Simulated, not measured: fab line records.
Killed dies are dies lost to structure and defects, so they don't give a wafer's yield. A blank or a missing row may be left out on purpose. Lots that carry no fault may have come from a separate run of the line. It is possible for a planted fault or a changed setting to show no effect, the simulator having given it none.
Which tool did it? ; flow nand_harc ; 12 lots with 35 wafers sampled at 5 steps, on a route of 1159 steps

## WHAT THE GAUGES SHOWED, per wafer
NHARC_END_SORT_01. Usual: killed_at_array 29, standard deviation 12; killed_at_other 0.7, standard deviation 1; killed_at_periphery 4, standard deviation 3.2; killed_dies 34, standard deviation 12; killed_open 3.4, standard deviation 2; killed_short 1.8, standard deviation 1.3.
lot;measured;on;killed_at_array;killed_at_other;killed_at_periphery;killed_dies;killed_open;killed_short;flag
L821;day 22 02:01;prober-02;52 57 60;1 0 0;5 4 5;58 61 65;1 1 0;0 2 2;
L823;day 23 02:55;prober-02;38 35 44;0 1 0;3 3 1;41 39 45;2 3 3;3 1 4;
L829;day 24 23:32;prober-02;667 70;3 2;2 1;672 73;8 3;1 2;OFF
L831;day 25 06:47;prober-01;668 25 25;1 2 0;4 0 4;673 27 29;4 4 4;0 1 4;OFF
L832;day 24 23:53;prober-01;32 672 36;1 1 0;1 1 2;34 674 38;2 5 2;3 1 0;OFF

## WHICH TOOL RAN EACH LOT (tool, then ch and the chambers of the sampled wafers, then the start)
lot;NHARC_A_STAIRCASE_STRIP_205;NHARC_A_STAIRCASE_TRIM_226;NHARC_A_STAIRCASE_ETCH_230;NHARC_A_STAIRCASE_TRIM_235
L811;plasma_asher-02 ch 0,1, day 11 13:33;rie_diel-12 ch 0,1,2, day 11 17:16;rie_diel-02 ch 0,1,3, no start;rie_diel-02 ch 2,3, no start
L812;plasma_asher-02 ch 0,1, day 11 19:05;rie_diel-12 ch 0,2, day 11 21:38;rie_diel-05 ch 0,1,2, no start;rie_diel-05 ch 1,3, no start
L813;plasma_asher-01 ch 0,1, day 11 19:14;rie_diel-12 ch 0,1,3, day 11 21:44;rie_diel-12 ch 0,1,2, no start;rie_diel-12 ch 0,2,3, no start
L814;plasma_asher-02 ch 0,1, day 12 05:38;rie_diel-05 ch 0,1,2, day 12 07:55;rie_diel-05 ch 0,2,3, no start;rie_diel-05 ch 1,2,3, no start
L816;plasma_asher-02 ch 0,1, day 12 16:28;rie_diel-05 ch 0,1,2, day 12 18:54;rie_diel-05 ch 1,3, no start;rie_diel-05 ch 1,2,3, no start
L820;plasma_asher-01 ch 0,1, day 13 13:01;rie_diel-05 ch 1,3, day 13 15:30;rie_diel-12 ch 2,3, no start;rie_diel-12 ch 0,1,3, no start
L821;plasma_asher-02 ch 0,1, day 14 09:53;rie_diel-02 ch 2,3, day 14 12:00;rie_diel-12 ch 0,2,3, day 22 02:01 or earlier;rie_diel-12 ch 1,3, day 22 02:01 or earlier
L823;plasma_asher-01 ch 0, day 14 10:04;rie_diel-05 ch 0,2,3, day 14 12:29;rie_diel-05 ch 0,1,3, day 23 02:55 or earlier;rie_diel-05 ch 0,2, day 23 02:55 or earlier
L829;plasma_asher-01 ch 0,1, day 15 21:12;rie_diel-05 ch 0,1, day 15 23:21;rie_diel-05 ch 1,3, day 24 23:32 or earlier;rie_diel-05 ch 1, day 24 23:32 or earlier
L833;plasma_asher-01 ch 0,1, day 16 18:42;rie_diel-02 ch 0,1,2, day 16 22:23;rie_diel-02 ch 0,1,2, no start;rie_diel-02 ch 1,2,3, no start
L831;plasma_asher-01 ch 0,1, day 17 00:01;rie_diel-05 ch 2,3, day 17 02:56;rie_diel-02 ch 1,2,3, day 25 06:47 or earlier;rie_diel-02 ch 0,1,3, day 25 06:47 or earlier
L832;plasma_asher-02 ch 0,1, day 17 00:16;rie_diel-05 ch 0,2, day 17 02:51;rie_diel-05 ch 0,1,2, day 24 23:53 or earlier;rie_diel-05 ch 0,1,3, day 24 23:53 or earlier
- NHARC_A_STAIRCASE_STRIP_205: strips in O2.
- NHARC_A_STAIRCASE_TRIM_226: chemistry O2, time 211.2 s.
- NHARC_A_STAIRCASE_ETCH_230: etches the open film in C4F8/O2, target depth 100 nm, time 40.5 s.
- NHARC_A_STAIRCASE_TRIM_235: chemistry O2, time 211.2 s.

## AS READ BY THE TOOLS THEMSELVES (means over the sampled wafers that have a number; for cases with no such wafer, the mark the record gives instead)
NHARC_A_STAIRCASE_STRIP_205. Usual: drypump_motor_current_A 5.6 A, standard deviation 0.59; heater_power_w 319 W, standard deviation 20.
lot;tool;drypump_motor_current_A (A);heater_power_w (W);flag
L811;plasma_asher-02;5.7;329;
L812;plasma_asher-02;5.3;308;
L813;plasma_asher-01;5.6;331;
L814;plasma_asher-02;5.3;316;
L816;plasma_asher-02;5.7;324;
L820;plasma_asher-01;5.6;328;
L821;plasma_asher-02;5.3;314;
L823;plasma_asher-01;5.2;341;
L829;plasma_asher-01;5.8;323;
L833;plasma_asher-01;5.6;328;
L831;plasma_asher-01;5.9;310;
L832;plasma_asher-02;5.2;302;

NHARC_A_STAIRCASE_TRIM_226. Usual: drypump_motor_current_A 5.9 A, standard deviation 0.38; oes_product_au 0.997 a.u., standard deviation 0.0076; rf_vpp_V 57.9 V, standard deviation 0.89; run_length_s 232.7 s, standard deviation 0.5; showerhead_plenum_p_Torr 3.56 Torr, standard deviation 0.16; throttle_valve_pct 17.036 %, standard deviation 0.0097.
lot;tool;drypump_motor_current_A (A);oes_product_au (a.u.);rf_vpp_V (V);run_length_s (s);showerhead_plenum_p_Torr (Torr);throttle_valve_pct (%);flag
L811;rie_diel-12;5.8;0.996;58.8;232.6;3.71;17.037;
L812;rie_diel-12;5.8;0.995;58.3;232.4;3.72;17.025;
L813;rie_diel-12;5.7;0.999;58.9;232.7;3.75;17.042;
L814;rie_diel-05;6.0;0.998;58.5;232.5;3.61;17.048;
L816;rie_diel-05;6.0;1.001;57.7;232.5;3.61;17.037;
L820;rie_diel-05;6.4;0.994;57.6;232.3;3.51;17.038;
L821;rie_diel-02;6.0;1.001;56.3;232.9;3.36;17.025;
L823;rie_diel-05;6.2;0.981;57.8;232.1;3.60;17.031;
L829;rie_diel-05;5.8;1.011;57.7;191.3;3.54;17.030;OFF
L833;rie_diel-02;5.8;1.002;57.1;233.0;3.36;17.033;
L831;rie_diel-05;6.3;1.006;57.7;205.4;3.62;17.040;OFF
L832;rie_diel-05;5.9;0.999;57.8;205.0;3.61;17.043;OFF

NHARC_A_STAIRCASE_ETCH_230. Usual: oes_product_au 0.942 a.u., standard deviation 0.015; rf_vpp_V 897 V, standard deviation 6.
lot;tool;oes_product_au (a.u.);rf_vpp_V (V);flag
L811;rie_diel-02;0.933;889;
L812;rie_diel-05;0.962;898;
L813;rie_diel-12;0.937;902;
L814;rie_diel-05;0.947;899;
L816;rie_diel-05;0.946;895;
L820;rie_diel-12;0.979;898;
L821;rie_diel-12;0.926;901;
L823;rie_diel-05;0.931;896;
L829;rie_diel-05;0.956;896;
L833;rie_diel-02;0.938;891;
L831;rie_diel-02;0.926;890;
L832;rie_diel-05;0.949;897;

NHARC_A_STAIRCASE_TRIM_235. Usual: drypump_motor_current_A 5.9 A, standard deviation 0.37; oes_product_au 0.999 a.u., standard deviation 0.0074; rf_vpp_V 57.8 V, standard deviation 0.93; run_length_s 232.6 s, standard deviation 0.54; showerhead_plenum_p_Torr 3.54 Torr, standard deviation 0.16; throttle_valve_pct 17.037 %, standard deviation 0.009.
lot;tool;drypump_motor_current_A (A);oes_product_au (a.u.);rf_vpp_V (V);run_length_s (s);showerhead_plenum_p_Torr (Torr);throttle_valve_pct (%);flag
L811;rie_diel-02;6.0;0.996;59.0;233.0;3.37;17.032;
L812;rie_diel-05;6.2;1.003;57.4;232.4;3.53;17.040;
L813;rie_diel-12;5.7;0.996;57.5;232.6;3.68;17.039;
L814;rie_diel-05;6.3;1.011;58.6;232.6;3.58;17.037;
L816;rie_diel-05;6.2;1.003;57.1;232.5;3.58;17.028;
L820;rie_diel-12;5.7;0.994;58.8;232.7;3.74;17.036;
L821;rie_diel-12;5.8;1.003;57.4;232.4;3.72;17.039;
L823;rie_diel-05;5.9;1.003;57.8;232.2;3.62;17.038;
L829;rie_diel-05;5.9;1.002;58.2;232.8;3.51;17.047;
L833;rie_diel-02;6.0;1.000;58.1;232.9;3.35;17.047;
L831;rie_diel-02;6.1;1.001;57.3;233.0;3.30;17.043;
L832;rie_diel-05;6.1;1.003;58.1;232.2;3.53;17.036;

## THE ANSWER, worked out from the rows above alone
Rule: a lot counts as off when the mean over its wafers that have a number is more than 3 standard deviations away from the usual mean. A lot without any number at a reading at which 4 lots or more have one is off too. Any other lot the step has rows for is counted as sound. First the gauges in route order, then the tools' own readings, where a lot's mean is used as printed above. The first step at which some lot is off is used, and at that step the reading that is off furthest; a lot without a number counts as furthest.
Off at NHARC_END_SORT_01 (killed_at_array): L829, L831, L832. Neither off nor sound, because the step has no rows for them: L811, L812, L813, L814, L816, L820, L833.
If a tool, at a process step before that reading, ran all the lots that are off and no sound lot after the first of them, it fits. Not tried: the gauges at NHARC_END_SORT_01; whatever is off there is also off at NHARC_A_STAIRCASE_TRIM_226, on other tools, and gauge error can't account for it. NHARC_A_STAIRCASE_ETCH_230: start missing for some lots; hours and lot order therefore follow NHARC_END_SORT_01. NHARC_A_STAIRCASE_TRIM_235: start missing for some lots; hours and lot order therefore follow NHARC_END_SORT_01. One candidate fits, namely rie_diel-05 at NHARC_A_STAIRCASE_TRIM_226. A fault onset in the window from L823 (day 14 12:29, its last sound lot) to L829 (day 15 23:21, its first lot off) fits.
On the lots that are off, the tool's own readings at NHARC_A_STAIRCASE_TRIM_226 differ by more than 5 times the standard deviation of the sound lots' means, which bears it out; run_length_s reads 200.6 s there versus 232.5 s on the sound lots.

## WHAT THE SIMULATOR PUT IN
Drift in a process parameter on rie_diel-05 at NHARC_A_STAIRCASE_TRIM_226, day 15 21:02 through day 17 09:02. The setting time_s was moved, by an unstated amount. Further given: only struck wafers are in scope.
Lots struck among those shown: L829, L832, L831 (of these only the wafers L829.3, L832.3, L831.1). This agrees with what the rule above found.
